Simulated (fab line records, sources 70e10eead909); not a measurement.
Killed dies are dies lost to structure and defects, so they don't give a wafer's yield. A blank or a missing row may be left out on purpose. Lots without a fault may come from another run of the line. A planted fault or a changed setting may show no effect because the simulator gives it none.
Which tool did it? | flow nand_harc | 6 lots, 18 wafers sampled, at 5 steps of a route of 1302

WHAT THE GAUGES READ, wafer by wafer
NHARC_END_SORT_01.
lot  | measured     | on        | killed_at_array
L144 | day 33 13:12 | prober-02 | 51 28 54

WHICH TOOL RAN EACH LOT (tool, then ch and the chambers of the sampled wafers, then the start)
lot  | NHARC_A_CHANNEL_HOLE_D2_ETCH_21  | NHARC_A_CHANNEL_HOLE_D2_ETCH_23  | NHARC_A_CHANNEL_HOLE_D2_ETCH_25  | NHARC_A_CHANNEL_FILL_D2_ETCHBACK_08
L125 | har_etch-02 ch 0,1, day 14 10:04 | har_etch-02 ch 0,1, day 14 11:03 | har_etch-02 ch 0,1, day 14 12:31 | rie_diel-12 ch 0,1,2, day 16 09:17
L126 | har_etch-01 ch 0,1, day 15 12:10 | har_etch-01 ch 0,1, day 15 13:11 | har_etch-01 ch 0,1, day 15 14:38 | rie_diel-12 ch 1,2,3, day 17 10:49
L131 | har_etch-02 ch 0,1, day 16 13:05 | har_etch-02 ch 0,1, day 16 14:05 | har_etch-02 ch 0,1, day 16 15:34 | rie_diel-12 ch 0,2,3, day 18 14:37
L138 | har_etch-02 ch 0,1, day 20 04:59 | har_etch-02 ch 0,1, day 20 06:02 | har_etch-02 ch 0,1, day 20 07:32 | rie_diel-12 ch 0,1,3, day 22 03:24
L141 | har_etch-02 ch 0, day 21 07:04   | har_etch-02 ch 0, day 21 08:05   | har_etch-02 ch 0, day 21 09:32   | rie_diel-07 ch 1,3, day 23 08:46
L144 | har_etch-02 ch 0,1, day 22 13:49 | har_etch-02 ch 0,1, day 22 14:50 | har_etch-02 ch 0,1, day 22 16:18 | rie_diel-07 ch 1,2,3, day 24 15:25
- NHARC_A_CHANNEL_HOLE_D2_ETCH_21: etches the open film in C4F8/O2/Ar, time 514.3 s, target depth 1600 nm.
- NHARC_A_CHANNEL_HOLE_D2_ETCH_23: etches the open film in C4F8/O2/Ar, time 819 s, target depth 1600 nm.
- NHARC_A_CHANNEL_HOLE_D2_ETCH_25: etches the open film in C4F8/O2/Ar, time 1040.2 s, target depth 1500 nm.
- NHARC_A_CHANNEL_FILL_D2_ETCHBACK_08: etches the open film in C4F8, target depth 220 nm, time 110 s.

THE ANSWER, worked out from the rows above alone
Rule: what is usual is taken from the lots themselves. Put in order of their means at a reading, lots are off if they are a third of the lots or fewer, leave a main group of 4 or more, and stand apart from it by a gap of 3 or more times the standard deviation of the main group's means; of several such gaps the widest counts. A main group whose means are all the same, to the digits that the tables above print for the reading, isn't used. A lot without any number at a reading at which 4 lots or more have one is off too. The other lots that the step has rows for count as sound.
No lot is off at any reading shown: from this, nothing can be told.

WHAT THE SIMULATOR HAD PUT IN
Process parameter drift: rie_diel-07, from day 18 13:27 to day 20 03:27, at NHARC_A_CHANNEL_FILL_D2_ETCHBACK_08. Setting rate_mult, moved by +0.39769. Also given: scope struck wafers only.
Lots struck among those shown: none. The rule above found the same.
